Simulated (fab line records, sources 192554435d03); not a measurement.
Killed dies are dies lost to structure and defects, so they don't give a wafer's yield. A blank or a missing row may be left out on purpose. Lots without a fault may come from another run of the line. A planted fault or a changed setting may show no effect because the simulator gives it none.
Split-lot experiment | flow n5_finfet | 7 lots, 21 wafers read, on a route of 1938 steps

THE SPLIT
At N5_BEOL_M8_ILD_DEP_00 (deposits SiCOH lowk from DEMS/porogen, target thk 179.75 nm, time 33.4 s), the setting time_s was moved away from the recipe's 33.4 s on 5 of the 21 wafers read, by -11.1% to +13.4%. The other wafers ran this setting at the recipe's value.

FROM THE SPLIT TO THE READING: what the file shows between them, 1 step
- N5_BEOL_M8_CURE_74: cures SiCOH lowk, time 240 s

THE READING
M8_ILD_THK, in nm, at N5_BEOL_M8_THK_MEAS_01. Fault-free wafers of this fab line usually give 156.3 nm, standard deviation 2.2 nm.

wafer  | tool, chamber at the split | time_s as run, s | against the recipe | M8_ILD_THK, nm | against lot-mates on the recipe
L076.3 | pecvd-02, 2                | 33.4             | recipe             | 155.1          | -
L076.4 | pecvd-02, 0                | 33.4             | recipe             | 160.0          | -
L076.6 | pecvd-02, 2                | 33.4             | recipe             | 158.2          | -
L079.1 | pecvd-02, 1                | 33.4             | recipe             | 153.8          | -
L079.2 | pecvd-02, 0                | 36.79            | +10.1%             | 170.4          | +14.7
L079.5 | pecvd-02, 0                | 33.4             | recipe             | 157.7          | -
L078.1 | pecvd-03, 2                | 37.88            | +13.4%             | 176.2          | +18.8
L078.2 | pecvd-03, 0                | 37.88            | +13.4%             | 174.5          | +17.1
L078.5 | pecvd-03, 0                | 33.4             | recipe             | 157.4          | -
L081.1 | pecvd-02, 1                | 33.4             | recipe             | 157.7          | -
L081.2 | pecvd-02, 0                | 33.4             | recipe             | 154.2          | -
L081.4 | pecvd-02, 1                | 33.4             | recipe             | 159.4          | -
L084.2 | pecvd-03, 0                | 33.4             | recipe             | 154.4          | -
L084.3 | pecvd-03, 1                | 33.4             | recipe             | 153.5          | -
L084.5 | pecvd-03, 1                | 33.4             | recipe             | 157.8          | -
L082.2 | pecvd-03, 1                | 31.73            | -5.0%              | 146.2          | -9.2
L082.3 | pecvd-03, 0                | 33.4             | recipe             | 151.9          | -
L082.5 | pecvd-03, 2                | 33.4             | recipe             | 158.8          | -
L095.2 | pecvd-03, 0                | 33.4             | recipe             | 154.0          | -
L095.3 | pecvd-03, 2                | 29.7             | -11.1%             | 140.7          | -16.0
L095.5 | pecvd-03, 0                | 33.4             | recipe             | 159.4          | -

THE FIT
A straight line over all 21 wafers: M8_ILD_THK changes by +1.44 nm for each +1% of time_s; r = +0.96; the points scatter about the line by 2.4 nm.
The same after taking each lot's own level away (the mean of its wafers on the recipe; 21 wafers): +1.4 nm for each +1%; r = +0.96; scatter 2.2 nm.
On that fit, the largest move of time_s shifts the reading by 19 nm.
The lots' own levels span 155.23 to 157.77 nm, that is 1.2 times the standard deviation above.
So the lot-to-lot level changes the slope little: the two slopes agree.
Check: with one of the wafers moved furthest among these (+13.4%) left out of the fit, the line predicts +18.6 nm for it against its lot-mates. It came out at +18.8 nm against them.

THE WHOLE CHAIN: every reading that the file lists as answering this split, in the file's order
step                   | what it does                                                             | reading                                                                                  | change (the file's fit)              | r (the file's)
N5_BEOL_M8_ILD_DEP_00  | deposits SiCOH lowk from DEMS/porogen, target thk 179.75 nm, time 33.4 s | SiCOH_lowk_of_BEOL_M8_ILD_DEP_00.thk_nm (the simulator's own value, which no gauge read) | +1.63 nm for each +1% of the setting | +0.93
N5_BEOL_M8_CURE_74     | cures SiCOH lowk, time 240 s                                             | SiCOH_lowk_of_BEOL_M8_ILD_DEP_00.thk_nm (the simulator's own value, which no gauge read) | +1.42 nm for each +1% of the setting | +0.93
N5_BEOL_M8_THK_MEAS_01 |                                                                          | M8_ILD_THK                                                                               | +1.42 for each +1% of the setting    | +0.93

THE FILE'S OWN FIT
M8_ILD_THK changes by +1.42 nm for each +1% of time_s, r = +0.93.
